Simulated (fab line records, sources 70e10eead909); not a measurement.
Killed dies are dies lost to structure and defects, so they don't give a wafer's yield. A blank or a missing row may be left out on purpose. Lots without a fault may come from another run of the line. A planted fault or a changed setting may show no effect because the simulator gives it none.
Chamber matching | flow nand_harc | NHARC_P_BONDPAD_ETCH_37 on rie_diel-04: 4 sister chambers
The step etches the open film in N2/H2, target depth 60 nm, overetch 18 nm, time 65.91 s. 39 wafers are shown with their chamber, then 12 later ones without.

WAFERS WITH THEIR CHAMBER
wafer  | chamber | showerhead_plenum_p_Torr (Torr) | drypump_motor_current_A (A) | rf_vpp_V (V)
L074.2 | 1       | 2.08                            | 5.7                         | 431.3
L074.4 | 3       | 2.08                            | 5.8                         | 431.7
L074.6 | 3       | 2.08                            | 5.8                         | 431.7
L075.4 | 2       | 2.08                            | 5.4                         | 432.3
L075.5 | 0       | 2.20                            | 6.2                         | 433.3
L075.6 | 1       | 2.08                            | 5.7                         | 431.5
L078.3 | 1       | 2.08                            | 5.7                         | 433.2
L078.5 | 3       | 2.08                            | 5.8                         | 431.9
L078.6 | 0       | 2.20                            | 6.2                         | 435.5
L079.1 | 3       | 2.08                            | 5.8                         | 430.8
L079.2 | 0       | 2.20                            | 6.2                         | 434.8
L079.5 | 3       | 2.08                            | 5.8                         | 431.2
L080.1 | 2       | 2.08                            | 5.4                         | 431.5
L080.2 | 3       | 2.08                            | 5.8                         | 432.4
L080.3 | 1       | 2.08                            | 5.7                         | 432.3
L082.3 | 3       | 2.08                            | 5.8                         | 431.3
L082.4 | 0       | 2.20                            | 6.2                         | 433.8
L082.5 | 1       | 2.08                            | 5.7                         | 431.1
L081.1 | 1       | 2.08                            | 5.7                         | 433.3
L081.4 | 0       | 2.20                            | 6.2                         | 434.0
L081.5 | 2       | 2.08                            | 5.4                         | 431.9
L085.1 | 0       | 2.20                            | 6.2                         | 433.5
L085.2 | 1       | 2.08                            | 5.7                         | 430.7
L085.3 | 3       | 2.08                            | 5.8                         | 432.1
L087.1 | 1       | 2.08                            | 5.7                         | 431.1
L087.4 | 2       | 2.08                            | 5.4                         | 432.1
L087.6 | 2       | 2.08                            | 5.4                         | 431.9
L088.1 | 0       | 2.20                            | 6.2                         | 436.2
L088.3 | 3       | 2.08                            | 5.8                         | 431.4
L088.5 | 2       | 2.08                            | 5.4                         | 431.3
L090.2 | 0       | 2.20                            | 6.2                         | 433.7
L090.3 | 2       | 2.08                            | 5.4                         | 432.3
L090.6 | 1       | 2.08                            | 5.7                         | 431.7
L089.1 | 0       | 2.19                            | 6.2                         | 435.5
L089.4 | 3       | 2.08                            | 5.9                         | 430.7
L089.5 | 3       | 2.08                            | 5.9                         | 431.6
L092.3 | 3       | 2.08                            | 5.8                         | 432.5
L092.5 | 2       | 2.08                            | 5.4                         | 431.9
L092.6 | 3       | 2.08                            | 5.8                         | 430.8

SIGNATURES (means of the wafers above)
reading                  | chamber 0 | chamber 1 | chamber 2 | chamber 3 | scatter within a chamber
showerhead_plenum_p_Torr | 2.1989    | 2.0800    | 2.0800    | 2.0800    | 0.00159
drypump_motor_current_A  | 6.200     | 5.700     | 5.400     | 5.815     | 0.022
rf_vpp_V                 | 434.478   | 431.800   | 431.900   | 431.546   | 0.771
Rule: a wafer's distance from a chamber is the root of the sum, over the readings, of the square of ((its reading less the chamber's mean) divided by the reading's scatter). The wafer belongs to the nearest chamber; if the next one is less than 2 further off, it can't be placed. The scatter: the root of (the sum of the squares of (reading less its chamber's mean) over the shown wafers, divided by (wafers less chambers)).

WAFERS WITHOUT THEIR CHAMBER
wafer  | showerhead_plenum_p_Torr (Torr) | drypump_motor_current_A (A) | rf_vpp_V (V)
L091.2 | 2.08                            | 5.8                         | 431.6
L091.3 | 2.19                            | 6.2                         | 435.8
L091.5 | 2.20                            | 6.2                         | 435.1
L094.2 | 2.19                            | 6.2                         | 435.6
L094.3 | 2.08                            | 5.4                         | 432.2
L094.5 | 2.08                            | 5.7                         | 431.8
L095.1 | 2.19                            | 6.2                         | 435.6
L095.3 | 2.08                            | 5.4                         | 432.8
L095.5 | 2.07                            | 5.8                         | 431.6
L097.1 | 2.08                            | 5.7                         | 432.2
L097.5 | 2.19                            | 6.2                         | 434.7
L097.6 | 2.08                            | 5.8                         | 431.7

WHICH CHAMBER EACH WENT THROUGH
wafer  | from the rows above     | in truth
L091.2 | 3                       | 3
L091.3 | 0                       | 0
L091.5 | 0                       | 0
L094.2 | 0                       | 0
L094.3 | 2                       | 2
L094.5 | 1                       | 1
L095.1 | 0                       | 0
L095.3 | 2                       | 2
L095.5 | can't be placed: 3 or 1 | 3
L097.1 | 1                       | 1
L097.5 | 0                       | 0
L097.6 | 3                       | 3
Placed correctly: 11 of 12. Can't be placed from these rows: 1 (the true chamber is among the candidates in 1). Placed wrongly: 0.
